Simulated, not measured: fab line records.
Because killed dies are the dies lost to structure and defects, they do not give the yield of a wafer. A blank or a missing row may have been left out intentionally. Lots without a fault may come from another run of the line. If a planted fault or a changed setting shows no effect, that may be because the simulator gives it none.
Split-lot experiment	flow n5Finfet	on a route of 1938 steps: 7 lots, 21 wafers read

## THE SPLIT ITSELF
At N5_BEOL_M13_ILD_DEP_00 (deposits SiOC from DEMS/O2, target thk 837.92 nm, time 166.4 s), the setting timeS was moved away from the recipe's 166.4 s on 10 of the 21 wafers read, by -15.0% to +9.3%. This setting was run at the recipe's value on the other wafers.

The file shows no step between the split and the reading.

## THE READING
M13_ILD_THK in nanometres, read at N5_BEOL_M13_THK_MEAS_01. Fault-free wafers of this fab line usually give 841 nm, standard deviation 12 nm.

wafer	tool, chamber at the split	timeS as run, s	against the recipe	M13_ILD_THK, nm	against lot-mates on the recipe
L081.2	pecvd-04, 0	173.4	+4.2%	863	no lot-mate on the recipe
L081.4	pecvd-04, 0	173.4	+4.2%	882	no lot-mate on the recipe
L081.6	pecvd-04, 1	173.4	+4.2%	873	no lot-mate on the recipe
L082.4	pecvd-02, 2	143.4	-13.8%	735	-104
L082.5	pecvd-02, 2	143.4	-13.8%	740	-99
L082.6	pecvd-02, 1	166.4	recipe	839	-
L085.2	pecvd-01, 1	166.4	recipe	846	-
L085.3	pecvd-01, 0	152.3	-8.5%	771	-75
L085.4	pecvd-01, 0	152.3	-8.5%	790	-56
L086.1	pecvd-04, 0	166.4	recipe	824	-
L086.3	pecvd-04, 2	166.4	recipe	830	-
L086.5	pecvd-04, 0	166.4	recipe	830	-
L089.4	pecvd-01, 1	166.4	recipe	860	-
L089.5	pecvd-01, 2	166.4	recipe	848	-
L089.6	pecvd-01, 0	166.4	recipe	843	-
L090.2	pecvd-01, 1	166.4	recipe	851	-
L090.3	pecvd-01, 0	141.5	-15.0%	718	-133
L090.4	pecvd-01, 2	141.5	-15.0%	723	-128
L097.4	pecvd-04, 2	181.9	+9.3%	921	+78
L097.5	pecvd-04, 0	166.4	recipe	845	-
L097.6	pecvd-04, 1	166.4	recipe	842	-

FIT RESULTS
A straight line over all 21 wafers: M13_ILD_THK changes by +7.81 nm for each +1% of timeS; r = +0.99; the points scatter about the line by 9.3 nm.
The same after taking each lot's own level away (the mean of its wafers on the recipe; 18 wafers): +8.09 nm for each +1%; r = +0.99; scatter 7.1 nm.
The reading moves by 1.2e+02 nm for the largest change in timeS, on that fit.
Measured against the standard deviation above, the lots' own levels, which go from 828.0 to 851.0 nm, span 1.9 times it.
The two slopes agree, so the slope changes little with the lot-to-lot level.
Check: with one of the wafers moved furthest among these (-15.0%) left out of the fit, the line predicts -117 nm for it against its lot-mates. Against them it came out at -133 nm.

## THESE WAFERS: OTHER SPLITS
These wafers also went through other splits before the reading. Each is held against what the fit with the lots' levels taken away leaves over:
other split on the same wafers	wafers away from the commonest value	r with M13_ILD_THK (lot level and that fit taken away)
N5_BEOL_M10_COAT_60 spinRpm	7	+0.01

## THE WHOLE CHAIN: every reading that the file lists as answering this split, in the file's order
step	what it does	reading	change (the file's fit)	r (the file's)
N5_BEOL_M13_ILD_DEP_00	deposits SiOC from DEMS/O2, target thk 837.92 nm, time 166.4 s	SiOC_of_BEOL_M13_ILD_DEP_00.thkNm (the simulator's own value, which no gauge read)	+8.11 nm for each +1% of the setting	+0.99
N5_BEOL_M13_THK_MEAS_01		M13_ILD_THK	+8.09 for each +1% of the setting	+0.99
N5_BEOL_M13_VIA_ETCH_16	etches SiOC in C4F8/O2/Ar, target depth 921.7 nm	etch.depthNm (the simulator's own value, which no gauge read)	+8.11 nm for each +1% of the setting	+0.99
N5_BEOL_M13_VIA_ETCH_16	etches SiOC in C4F8/O2/Ar, target depth 921.7 nm	coat_of_BEOL_M13_COAT_04.thkNm (the simulator's own value, which no gauge read)	-2.5 nm for each +1% of the setting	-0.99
N5_BEOL_M13_STRIP_63	strips in N2/H2	stripTimeToEndpointS	withheld for each +1% of the setting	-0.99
N5_BEOL_M13_ETCH_38	etches SiCN in CF4/N2, target depth 67.5 nm, time 71.9 s	SiOC_of_BEOL_M13_ILD_DEP_00.thkNm (the simulator's own value, which no gauge read)	+7.92 nm for each +1% of the setting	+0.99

## THE FILE'S OWN FIT
M13_ILD_THK changes by +8.09 nm for each +1% of timeS, r = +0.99.
